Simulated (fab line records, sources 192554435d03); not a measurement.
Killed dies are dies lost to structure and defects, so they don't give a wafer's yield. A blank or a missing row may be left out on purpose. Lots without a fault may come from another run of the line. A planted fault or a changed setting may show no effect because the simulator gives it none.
Which tool did it? | flow n5_finfet | 10 lots, 27 wafers sampled, at 7 steps of a route of 1938

WHAT THE GAUGES READ, wafer by wafer
N5_BEOL_M5_CD_MEAS_18: pitch 56 nm, target cd 28 nm.
lot  | measured     | on        | cd_nm (nm)
L880 | day 8 15:29  | cd_sem-02 | 27.2 28.2 28.2
L879 | day 8 15:38  | cd_sem-02 | 29.0 28.6
L877 | day 9 00:08  | cd_sem-03 | 28.4 28.3 28.0
L882 | day 9 07:30  | cd_sem-03 | 28.1 27.6
L881 | day 9 11:08  | cd_sem-03 | 28.7 28.1 28.7
L884 | day 9 17:19  | cd_sem-01 | 27.6 28.9 27.7
L891 | day 11 21:14 | cd_sem-03 | 28.8 28.6 28.2
L894 | day 12 06:41 | cd_sem-03 | 28.0 27.7 28.1
L897 | day 12 23:38 | cd_sem-02 | 28.0 27.6
L898 | day 13 14:35 | cd_sem-02 | 28.2 27.5 28.2

N5_BEOL_M5_OCD_MEAS_38.
lot  | measured     | on     | trench_depth_nm (nm)
L880 | day 8 16:37  | ocd-02 | 71.6 71.9 72.4
L879 | day 8 17:01  | ocd-01 | 73.2 71.6
L877 | day 9 00:59  | ocd-01 | 71.6 69.3 68.8
L882 | day 9 09:44  | ocd-02 | 69.7 69.8
L881 | day 9 12:22  | ocd-01 | 61.9 65.9 61.7
L884 | day 9 18:10  | ocd-01 | 65.4 64.2 64.6
L891 | day 11 22:19 | ocd-02 | 73.8 73.7 69.3
L894 | day 12 08:11 | ocd-02 | 74.2 73.0 69.2
L897 | day 13 00:56 | ocd-01 | 68.8 72.2
L898 | day 13 15:33 | ocd-02 | 69.9 73.6 68.0

N5_BEOL_M5_THK_MEAS_53: measures by xrf.
lot  | measured     | on            | M5_THK (nm)
L880 | day 8 23:17  | film_metro-01 | 63.1 63.2 67.3
L879 | day 8 23:25  | film_metro-02 | 64.4 65.2
L877 | day 9 09:01  | film_metro-02 | 64.8 58.4 57.4
L882 | day 9 16:38  | film_metro-02 | 62.3 58.9
L881 | day 9 18:55  | film_metro-01 | 53.4 57.0 52.9
L884 | day 10 02:23 | film_metro-02 | 57.6 57.3 57.0
L891 | day 12 06:09 | film_metro-01 | 64.4 64.9 61.4
L894 | day 12 15:14 | film_metro-02 | 67.3 64.6 59.8
L897 | day 13 08:08 | film_metro-01 | 60.1 65.3
L898 | day 13 23:25 | film_metro-02 | 60.0 65.4 60.9

N5_BEOL_M5_RS_MEAS_57: measures by four-point-probe.
lot  | measured     | on            | M5_RS (ohm/sq)
L880 | day 8 23:32  | film_metro-01 | 0.389 0.387 0.360
L879 | day 8 23:40  | film_metro-01 | 0.374 0.368
L877 | day 9 09:16  | film_metro-01 | 0.373 0.420 0.430
L882 | day 9 16:54  | film_metro-02 | 0.396 0.421
L881 | day 9 19:11  | film_metro-02 | 0.476 0.442 0.483
L884 | day 10 02:38 | film_metro-02 | 0.436 0.440 0.440
L891 | day 12 06:25 | film_metro-02 | 0.381 0.378 0.403
L894 | day 12 15:29 | film_metro-02 | 0.359 0.376 0.411
L897 | day 13 08:27 | film_metro-02 | 0.415 0.373
L898 | day 13 23:40 | film_metro-01 | 0.410 0.369 0.403

WHICH TOOL RAN EACH LOT (tool, then ch and the chambers of the sampled wafers, then the start)
lot  | N5_BEOL_M5_STRIP_64                | N5_BEOL_M5_TRENCH_ETCH_37          | N5_BEOL_M5_PRE_CLEAN_45
L880 | rie_diel-02 ch 1,2,3, day 8 15:11  | rie_diel-02 ch 1,2, day 8 16:28    | pvd_sputter-01, day 8 17:34
L879 | rie_diel-02 ch 1,3, day 8 15:25    | rie_diel-02 ch 1,2, day 8 16:51    | pvd_sputter-01, day 8 17:38
L877 | rie_diel-01 ch 2,3, day 8 23:44    | rie_diel-02 ch 0,1,3, day 9 00:50  | pvd_sputter-01, day 9 02:28
L882 | rie_diel-04 ch 0,3, day 9 07:16    | rie_diel-02 ch 0, day 9 09:35      | pvd_sputter-02, day 9 10:53
L881 | rie_diel-04 ch 0,1,2, day 9 10:45  | rie_diel-02 ch 2,3, day 9 12:13    | pvd_sputter-02, day 9 13:09
L884 | rie_diel-01 ch 0,1, day 9 17:05    | rie_diel-02 ch 1,2, day 9 18:01    | pvd_sputter-02, day 9 19:16
L891 | rie_diel-02 ch 0,2,3, day 11 20:55 | rie_diel-04 ch 0,1,3, day 11 22:09 | pvd_sputter-02, day 11 23:26
L894 | rie_diel-04 ch 0,1,2, day 12 06:28 | rie_diel-01 ch 0,1,2, day 12 08:02 | pvd_sputter-03, day 12 09:16
L897 | rie_diel-01 ch 2,3, day 12 23:18   | rie_diel-01 ch 2,3, day 13 00:46   | pvd_sputter-01, day 13 01:40
L898 | rie_diel-02 ch 0,1, day 13 14:20   | rie_diel-02 ch 0,2,3, day 13 15:24 | pvd_sputter-03, day 13 16:07
- N5_BEOL_M5_STRIP_64: strips in CF4.
- N5_BEOL_M5_TRENCH_ETCH_37: etches SiCOH lowk in C4F6/O2, target depth 71.652 nm, time 24.7 s.
- N5_BEOL_M5_PRE_CLEAN_45: time 30 s.

WHAT THE TOOLS THEMSELVES READ (means of the sampled wafers that have a number; where no wafer has one, the mark that the record gives instead)
N5_BEOL_M5_STRIP_64.
lot  | tool        | drypump_motor_current_A (A) | oes_product_au (a.u.) | rf_vpp_V (V) | showerhead_plenum_p_Torr (Torr) | throttle_valve_pct (%)
L880 | rie_diel-02 | 5.8                         | 0.77                  | 270.9        | 1.83                            | 13.64
L879 | rie_diel-02 | 5.7                         | 0.72                  | 270.9        | 1.79                            | 13.79
L877 | rie_diel-01 | 6.5                         | 0.74                  | 271.1        | 1.77                            | 13.38
L882 | rie_diel-04 | 6.4                         | 0.76                  | 271.4        | 1.81                            | 13.58
L881 | rie_diel-04 | 5.6                         | 0.77                  | 271.2        | 1.80                            | 13.55
L884 | rie_diel-01 | 5.5                         | 0.85                  | 271.0        | 1.78                            | 13.32
L891 | rie_diel-02 | 5.9                         | 0.81                  | 272.1        | 1.84                            | 13.60
L894 | rie_diel-04 | 5.6                         | 0.75                  | 271.6        | 1.80                            | 13.60
L897 | rie_diel-01 | 6.5                         | 0.72                  | 270.9        | 1.75                            | 13.43
L898 | rie_diel-02 | 5.5                         | 0.83                  | 272.6        | 1.79                            | 13.44

N5_BEOL_M5_TRENCH_ETCH_37.
lot  | tool        | drypump_motor_current_A (A) | oes_f_703_au (a.u.) | oes_product_au (a.u.) | rf_fwd_power_W (W) | rf_vpp_V (V) | showerhead_plenum_p_Torr (Torr) | throttle_valve_pct (%)
L880 | rie_diel-02 | 5.7                         | 0.81                | 0.80                  | 341.1              | 659          | 2.90                            | 20.79
L879 | rie_diel-02 | 5.8                         | 0.83                | 0.83                  | 342.1              | 658          | 2.93                            | 20.77
L877 | rie_diel-02 | 5.6                         | 0.81                | 0.80                  | 340.8              | 657          | 2.86                            | 20.98
L882 | rie_diel-02 | 5.6                         | 0.97                | 0.95                  | 340.5              | 630          | 2.90                            | 20.84
L881 | rie_diel-02 | 6.1                         | 0.54                | 0.71                  | 259.7              | 772          | 2.88                            | 21.05
L884 | rie_diel-02 | 5.6                         | 0.57                | 0.74                  | 257.4              | 759          | 2.90                            | 20.79
L891 | rie_diel-04 | 5.9                         | 0.79                | 0.78                  | 340.9              | 678          | 2.85                            | 20.88
L894 | rie_diel-01 | 6.1                         | 0.80                | 0.81                  | 338.4              | 659          | 2.79                            | 20.72
L897 | rie_diel-01 | 6.5                         | 0.72                | 0.73                  | 341.6              | 664          | 2.76                            | 20.51
L898 | rie_diel-02 | 5.9                         | 0.81                | 0.80                  | 340.4              | 653          | 2.90                            | 20.97

N5_BEOL_M5_PRE_CLEAN_45.
lot  | tool           | heater_power_w (W)
L880 | pvd_sputter-01 | 335
L879 | pvd_sputter-01 | 338
L877 | pvd_sputter-01 | 323
L882 | pvd_sputter-02 | 334
L881 | pvd_sputter-02 | 322
L884 | pvd_sputter-02 | 319
L891 | pvd_sputter-02 | 339
L894 | pvd_sputter-03 | 288
L897 | pvd_sputter-01 | 347
L898 | pvd_sputter-03 | 322

THE ANSWER, worked out from the rows above alone
Rule: what is usual is taken from the lots themselves. Put in order of their means at a reading, lots are off if they are a third of the lots or fewer, leave a main group of 4 or more, and stand apart from it by a gap of 3 or more times the standard deviation of the main group's means; of several such gaps the widest counts. A main group whose means are all the same, to the digits that the tables above print for the reading, isn't used. A lot without any number at a reading at which 4 lots or more have one is off too. The other lots that the step has rows for count as sound. The gauges are gone through in route order, then the tools' own readings, and for those a lot's mean is taken as printed above. The first step at which some lot is off is used, and at that step the reading that is off furthest; a lot without a number counts as furthest.
Off: L881, L884, at N5_BEOL_M5_OCD_MEAS_38 (trench_depth_nm). The main group: mean 71.2 nm, standard deviation 1.
A tool fits if, at a process step before that reading, it ran every lot that is off, and no sound lot after the first of them. The gauges at N5_BEOL_M5_OCD_MEAS_38 aren't tried: what is off there is off at N5_BEOL_M5_TRENCH_ETCH_37 too, on other tools, and a gauge's error can't cause that. None of those tried fits.

WHAT THE SIMULATOR HAD PUT IN
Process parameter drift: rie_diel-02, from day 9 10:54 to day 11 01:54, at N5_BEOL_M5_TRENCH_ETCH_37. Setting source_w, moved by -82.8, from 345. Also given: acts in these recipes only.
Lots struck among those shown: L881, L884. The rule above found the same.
